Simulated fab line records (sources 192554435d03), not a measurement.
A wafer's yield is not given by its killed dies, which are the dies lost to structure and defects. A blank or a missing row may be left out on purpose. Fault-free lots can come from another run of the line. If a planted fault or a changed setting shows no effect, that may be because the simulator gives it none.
Matching of chambers | flow n5_finfet | 4 sister chambers for N5_BEOL_M0_SAQP_ALD_48 on ald_sin-01
The step deposits SiO2, target thk 20 nm, pulse time 1 s, co reactant pulse time 1 s. 30 wafers are shown with their chamber, then 12 later ones without.

## WAFERS, EACH WITH ITS CHAMBER
wafer  | chamber | heater_power_w (W) | precursor_pulse_height_rel
L078.1 | 2       | 78                 | 0.984
L078.2 | 0       | 71                 | 1.012
L078.3 | 1       | 73                 | 0.990
L078.4 | 3       | 77                 | 0.977
L078.5 | 0       | 70                 | 1.014
L078.6 | 1       | 74                 | 0.984
L080.1 | 0       | 72                 | 1.015
L080.3 | 3       | 75                 | 0.984
L080.4 | 1       | 74                 | 0.983
L083.1 | 3       | 78                 | 0.994
L083.2 | 0       | 71                 | 1.004
L083.3 | 2       | 76                 | 0.992
L083.4 | 1       | 72                 | 1.002
L083.5 | 3       | 75                 | 1.013
L083.6 | 0       | 73                 | 1.029
L084.2 | 3       | 76                 | 1.015
L084.4 | 0       | 74                 | 0.967
L084.5 | 2       | 79                 | 0.959
L086.1 | 1       | 73                 | 0.956
L086.2 | 2       | 80                 | 0.994
L086.3 | 0       | 73                 | 1.006
L086.4 | 3       | 77                 | 1.012
L086.5 | 3       | 75                 | 1.013
L086.6 | 2       | 78                 | 0.979
L087.3 | 3       | 75                 | 1.018
L087.4 | 2       | 79                 | 0.950
L087.5 | 3       | 77                 | 0.989
L090.1 | 3       | 78                 | 0.993
L090.4 | 0       | 72                 | 0.981
L090.6 | 2       | 78                 | 0.987

SIGNATURES (means of the wafers above)
reading                    | chamber 0 | chamber 1 | chamber 2 | chamber 3 | scatter within a chamber
heater_power_w             | 72.00     | 73.20     | 78.29     | 76.30     | 1.21
precursor_pulse_height_rel | 1.00350   | 0.98300   | 0.97786   | 1.00080   | 0.0172
Rule: distance of a wafer from a chamber = root of the sum over the readings of ((wafer's reading minus chamber's mean) / reading's scatter) squared. The wafer belongs to the nearest chamber; if the next one is less than 2 further off, it can't be placed. The scatter is the square root of a quotient: the sum, over the shown wafers, of each reading's squared deviation from its chamber's mean, divided by wafers minus chambers.

## WAFERS WITH NO CHAMBER GIVEN
wafer  | heater_power_w (W) | precursor_pulse_height_rel
L091.1 | 73                 | 0.992
L091.2 | 71                 | 1.013
L091.4 | 81                 | 0.994
L092.2 | 72                 | 0.977
L092.3 | 77                 | 0.985
L092.5 | 69                 | 1.008
L093.2 | 71                 | 1.021
L093.4 | 75                 | 0.998
L093.6 | 72                 | 1.020
L095.1 | 74                 | 1.012
L095.3 | 73                 | 1.018
L095.4 | 72                 | 0.984

## WHICH CHAMBER EACH WENT THROUGH
wafer  | from the rows above               | in truth
L091.1 | can't be placed: 1 or 0           | 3
L091.2 | can't be placed: 0 or 1           | 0
L091.4 | can't be placed: 2 or 3           | 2
L092.2 | can't be placed: 1 or 0           | 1
L092.3 | can't be placed: 3 or 2           | 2
L092.5 | can't be placed: 0 or 1           | 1
L093.2 | can't be placed: 0 or 1           | 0
L093.4 | can't be placed: 3 or 1 or 0 or 2 | 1
L093.6 | can't be placed: 0 or 1           | 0
L095.1 | can't be placed: 0 or 1 or 3      | 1
L095.3 | can't be placed: 0 or 1 or 3      | 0
L095.4 | can't be placed: 1 or 0           | 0
0 of 12 placed correctly. These rows do not allow placing 12 (true chamber among the candidates in 11). Number placed wrongly: 0.
